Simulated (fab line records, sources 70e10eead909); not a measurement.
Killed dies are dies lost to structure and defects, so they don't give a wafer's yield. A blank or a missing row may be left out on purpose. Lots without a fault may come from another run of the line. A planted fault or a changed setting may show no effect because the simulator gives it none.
Which tool did it? | flow nand_harc | 6 lots, 18 wafers sampled, at 3 steps of a route of 1302

WHAT THE GAUGES READ, wafer by wafer
NHARC_A_BLC_CD_MEAS_10: target cd 100 nm.
lot  | measured     | on        | cd_nm (nm)
L413 | day 23 00:14 | cd_sem-01 | 100.6 99.7 100.2
L415 | day 23 02:29 | cd_sem-01 | 100.5 100.3 98.8
L418 | day 25 02:30 | cd_sem-03 | 98.5 99.1 99.2
L428 | day 29 04:55 | cd_sem-03 | 100.1 100.0 99.1
L431 | day 30 13:25 | cd_sem-03 | 99.3 99.5 99.8
L435 | day 32 08:11 | cd_sem-01 | 100.4 100.1 100.6

WHICH TOOL RAN EACH LOT (tool, then ch and the chambers of the sampled wafers, then the start)
lot  | NHARC_A_CONTACT_STRIP_26                      | NHARC_A_BLC_DEVELOP_09
L413 | rie_diel-04 ch 1,2, day 23 00:00 or earlier   | litho_track-06 ch 0, day 23 00:00
L415 | rie_diel-07 ch 0,1, day 23 02:00 or earlier   | litho_track-01 ch 0, day 23 02:00
L418 | rie_diel-07 ch 0,1,3, day 25 02:00 or earlier | litho_track-01 ch 0, day 25 02:00
L428 | rie_diel-07 ch 2,3, day 29 04:00 or earlier   | litho_track-04 ch 0, day 29 04:00
L431 | rie_diel-07 ch 1,2,3, day 30 13:00 or earlier | litho_track-01 ch 0, day 30 13:00
L435 | rie_diel-04 ch 1,2,3, day 32 08:00 or earlier | litho_track-04 ch 0, day 32 08:00
- NHARC_A_CONTACT_STRIP_26: strips in O2.
- NHARC_A_BLC_DEVELOP_09: develop time 35 s.

THE ANSWER, worked out from the rows above alone
Rule: what is usual is taken from the lots themselves. Put in order of their means at a reading, lots are off if they are a third of the lots or fewer, leave a main group of 4 or more, and stand apart from it by a gap of 3 or more times the standard deviation of the main group's means; of several such gaps the widest counts. A main group whose means are all the same, to the digits that the tables above print for the reading, isn't used. A lot without any number at a reading at which 4 lots or more have one is off too. The other lots that the step has rows for count as sound.
No lot is off at any reading shown: from this, nothing can be told.

WHAT THE SIMULATOR HAD PUT IN
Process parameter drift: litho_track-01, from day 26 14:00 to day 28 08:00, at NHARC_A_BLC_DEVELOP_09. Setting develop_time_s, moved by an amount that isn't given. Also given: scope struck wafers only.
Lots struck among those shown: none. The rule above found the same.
